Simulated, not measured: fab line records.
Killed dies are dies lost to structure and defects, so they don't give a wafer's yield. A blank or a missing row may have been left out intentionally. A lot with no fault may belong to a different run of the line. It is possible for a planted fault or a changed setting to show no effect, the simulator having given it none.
Comparing a struck lot with a sound one    flow nand harc    14 steps out of a route of 1302
Sound: wafers L624.2, L624.5, L624.6. The struck wafers were L629.2, L629.3, L629.6. At the end, the cause is stated.
At each step with rows: each side's tool, then ch and its chambers, then its first start. Under that, the readings that differ: sound wafers    struck wafers    difference of the means    sigmas: that difference in standard deviations of wafers without a fault.
alike: words and numbers the same on both sides, and readings whose means are apart by under 2 such deviations; not compared: readings that were withheld, readings missing a value for some wafer, numbers with overlapping values and no deviation given by the record, and bounds like >300 which may hide the same value.
Wherever a step has rows on one side only, a row that says differs or no value, or a row with sigmas, the two part there. Numbers that don't overlap but have no deviation are shown without sigmas and don't part them. A reading that every wafer of one side lacks parts them only if that side has two wafers or more.

first, 1 step without rows for these wafers: NHARC_A_CONTACT_STRIP_56 (strips in post etch residue remover, time 600 s).
NHARC_A_CONTACT_DEP_57: deposits aC, target thk 5300 nm.
  sound on acl dep-03 ch 0, day 26 14:13; struck on acl dep-03 ch 0, day 29 08:56
  alike: throttle valve pct
NHARC_A_CONTACT_DEP_58: deposits SiON, target thk 90 nm.
  sound on pecvd-01 ch 1,2, day 26 16:55; struck on pecvd-03 ch 0,1, day 29 11:38
  alike: heater power w
then, 9 steps without rows for these wafers: NHARC_A_CONTACT_DEHYDRATE_59 (time 120 s); NHARC_A_CONTACT_HMDS_60 (time 30 s); NHARC_A_CONTACT_COAT_61 (time 75 s); NHARC_A_CONTACT_COAT_62 (time 65 s); NHARC_A_CONTACT_COAT_63 (resist thk 90 nm); NHARC_A_CONTACT_SOFTBAKE_64 (time 55 s); NHARC_A_CONTACT_EBR_65; NHARC_A_CONTACT_EXPOSE_66 (exposes mask A CC 2); NHARC_A_CONTACT_PEB_67 (peb time 65 s).
NHARC_A_CONTACT_DEVELOP_68: develop time 35 s.
  sound on litho track-04 ch 0, day 26 17:00; struck on litho track-06, day 29 12:00
  no value came back on the struck wafers for chill plate temp C (C), develop time s (s), resist line temp C (C); on the sound wafers chill plate temp C (C) reads 22.86 22.85 22.84
NHARC_A_CONTACT_CD_MEAS_69: the cd target is 300 nm.
  sound on cd sem-03 ch 0, day 26 17:36; struck on cd sem-03 ch 0, day 29 12:14
reading     sound              struck  difference                     sigmas
cd nm (nm)  299.0 300.2 300.2  - - -   no value on the struck wafers  

== WHERE THEY PART ==
At NHARC_A_CONTACT_DEVELOP_68 first; at NHARC_A_CONTACT_CD_MEAS_69 last (within this record only).

WHY: what the simulator had put in
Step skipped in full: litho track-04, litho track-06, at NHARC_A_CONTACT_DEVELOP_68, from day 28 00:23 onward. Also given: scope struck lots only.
